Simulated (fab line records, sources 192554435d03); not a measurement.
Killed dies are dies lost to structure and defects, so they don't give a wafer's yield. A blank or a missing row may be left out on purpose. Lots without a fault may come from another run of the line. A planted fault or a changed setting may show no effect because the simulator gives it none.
Split-lot experiment | flow n5_finfet | 7 lots, 39 wafers read, on a route of 1938 steps

THE SPLIT
At N5_BEOL_M9_TRENCH_ETCH_37 (etches SiCOH lowk in C4F6/O2, target depth 151.43 nm, time 49 s), the setting time_s was moved away from the recipe's 49 s on 12 of the 39 wafers read, by -58.7% to -17.6%. The other wafers ran this setting at the recipe's value.

FROM THE SPLIT TO THE READING: what the file shows between them, 11 steps
- N5_BEOL_M9_ETCH_41: etches SiCN in CH3F/O2, target depth 36.6 nm, time 70.1 s
- N5_BEOL_M9_STRIP_80: strips in N2/H2, time 10 s
- N5_BEOL_M9_OCD_MEAS_38
- N5_BEOL_M9_HM_STRIP_39: strips TiN in peroxide tin strip, target depth 25 nm, time 158 s
- N5_BEOL_M9_SRD_40: time 30 s
- N5_BEOL_M9_ECD_50: material Cu, target thk 318 nm
- N5_BEOL_M9_ANNEAL_51: time 90 s
- N5_BEOL_M9_CMP_52: polishes, stops on SiCOH lowk, t overpolish 7 s, target thk 140 nm
- N5_BEOL_M9_THK_MEAS_53: measures by xrf
- N5_BEOL_M9_PRE_CLEAN_55: time 15 s
- N5_BEOL_M9_DEP_56: deposits SiCN from 3MS/NH3, target thk 15 nm, time 26.5 s

THE READING
M9_RS, in ohm/sq, at N5_BEOL_M9_RS_MEAS_57 (measures by four-point-probe). Fault-free wafers of this fab line usually give 0.150 ohm/sq, standard deviation 0.0036 ohm/sq.

wafer  | tool, chamber at the split | time_s as run, s | against the recipe | M9_RS, ohm/sq | against lot-mates on the recipe
L078.1 | rie_diel-02, 3             | 49               | recipe             | 0.151         | -
L078.2 | rie_diel-02, 2             | 49               | recipe             | 0.157         | -
L078.3 | rie_diel-02, 1             | 20.24            | -58.7%             | 0.476         | +0.321
L078.4 | rie_diel-02, 0             | 20.24            | -58.7%             | 0.519         | +0.364
L078.5 | rie_diel-02, 2             | 49               | recipe             | 0.156         | -
L078.6 | rie_diel-02, 3             | 20.24            | -58.7%             | 0.499         | +0.344
L080.1 | rie_diel-03, 1             | 49               | recipe             | 0.149         | -
L080.2 | rie_diel-03, 2             | 49               | recipe             | 0.149         | -
L080.3 | rie_diel-03, 3             | 49               | recipe             | 0.153         | -
L080.4 | rie_diel-03, 0             | 49               | recipe             | 0.157         | -
L080.5 | rie_diel-03, 3             | 49               | recipe             | 0.150         | -
L080.6 | rie_diel-03, 0             | 49               | recipe             | 0.154         | -
L083.2 | rie_diel-03, 0             | 49               | recipe             | 0.152         | -
L083.3 | rie_diel-03, 3             | 49               | recipe             | 0.149         | -
L083.5 | rie_diel-03, 2             | 49               | recipe             | 0.148         | -
L087.1 | rie_diel-02, 2             | 49               | recipe             | 0.156         | -
L087.2 | rie_diel-02, 1             | 49               | recipe             | 0.147         | -
L087.3 | rie_diel-02, 3             | 49               | recipe             | 0.144         | -
L087.4 | rie_diel-02, 0             | 40.15            | -18.1%             | 0.187         | +0.038
L087.5 | rie_diel-02, 2             | 40.15            | -18.1%             | 0.194         | +0.045
L087.6 | rie_diel-02, 3             | 40.15            | -18.1%             | 0.186         | +0.037
L090.1 | rie_diel-06, 2             | 26.87            | -45.2%             | 0.318         | +0.171
L090.2 | rie_diel-06, 3             | 26.87            | -45.2%             | 0.308         | +0.161
L090.3 | rie_diel-06, 0             | 26.87            | -45.2%             | 0.316         | +0.169
L090.4 | rie_diel-06, 2             | 49               | recipe             | 0.148         | -
L090.5 | rie_diel-06, 3             | 49               | recipe             | 0.144         | -
L090.6 | rie_diel-06, 0             | 49               | recipe             | 0.148         | -
L096.1 | rie_diel-06, 2             | 49               | recipe             | 0.146         | -
L096.2 | rie_diel-06, 3             | 49               | recipe             | 0.148         | -
L096.3 | rie_diel-06, 0             | 49               | recipe             | 0.152         | -
L096.4 | rie_diel-06, 1             | 49               | recipe             | 0.151         | -
L096.5 | rie_diel-06, 2             | 49               | recipe             | 0.148         | -
L096.6 | rie_diel-06, 1             | 49               | recipe             | 0.151         | -
L097.1 | rie_diel-06, 3             | 40.4             | -17.6%             | 0.187         | +0.038
L097.2 | rie_diel-06, 2             | 40.4             | -17.6%             | 0.183         | +0.034
L097.3 | rie_diel-06, 0             | 49               | recipe             | 0.152         | -
L097.4 | rie_diel-06, 1             | 49               | recipe             | 0.148         | -
L097.5 | rie_diel-06, 3             | 49               | recipe             | 0.148         | -
L097.6 | rie_diel-06, 2             | 40.4             | -17.6%             | 0.183         | +0.034

THE FIT
A straight line over all 39 wafers: M9_RS changes by -0.00494 ohm/sq for each +1% of time_s; r = -0.95; the points scatter about the line by 0.031 ohm/sq.
The same after taking each lot's own level away (the mean of its wafers on the recipe; 39 wafers): -0.00492 ohm/sq for each +1%; r = -0.96; scatter 0.029 ohm/sq.
On that fit, the largest move of time_s shifts the reading by 0.29 ohm/sq.
The lots' own levels span 0.1467 to 0.1547 ohm/sq, that is 2.2 times the standard deviation above.
So the lot-to-lot level changes the slope little: the two slopes agree.
Check: with one of the wafers moved furthest among these (-58.7%) left out of the fit, the line predicts +0.272 ohm/sq for it against its lot-mates. It came out at +0.321 ohm/sq against them.

THE WHOLE CHAIN: every reading that the file lists as answering this split, in the file's order
step                      | what it does                                                       | reading                                                                          | change (the file's fit)                | r (the file's)
N5_BEOL_M9_TRENCH_ETCH_37 | etches SiCOH lowk in C4F6/O2, target depth 151.43 nm, time 49 s    | BEOL_M9.feature_depth_nm (the simulator's own value, which no gauge read)        | +1.5 nm for each +1% of the setting    | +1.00
N5_BEOL_M9_TRENCH_ETCH_37 | etches SiCOH lowk in C4F6/O2, target depth 151.43 nm, time 49 s    | etch.depth_nm (the simulator's own value, which no gauge read)                   | +1.5 nm for each +1% of the setting    | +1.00
N5_BEOL_M9_TRENCH_ETCH_37 | etches SiCOH lowk in C4F6/O2, target depth 151.43 nm, time 49 s    | TiN_of_BEOL_M9_HM_DEP_02.thk_nm (the simulator's own value, which no gauge read) | -0.0417 nm for each +1% of the setting | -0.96
N5_BEOL_M9_OCD_MEAS_38    |                                                                    | trench_depth_nm                                                                  | +1.49 nm for each +1% of the setting   | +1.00
N5_BEOL_M9_CMP_52         | polishes, stops on SiCOH lowk, t overpolish 7 s, target thk 140 nm | Cu_of_BEOL_M9_ECD_50.thk_nm (the simulator's own value, which no gauge read)     | +1.5 nm for each +1% of the setting    | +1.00
N5_BEOL_M9_THK_MEAS_53    | measures by xrf                                                    | M9_THK                                                                           | +1.45 for each +1% of the setting      | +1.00
N5_BEOL_M9_RS_MEAS_57     | measures by four-point-probe                                       | M9_RS                                                                            | -0.00475 for each +1% of the setting   | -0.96

THE FILE'S OWN FIT
M9_RS changes by -0.00475 ohm/sq for each +1% of time_s, r = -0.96.
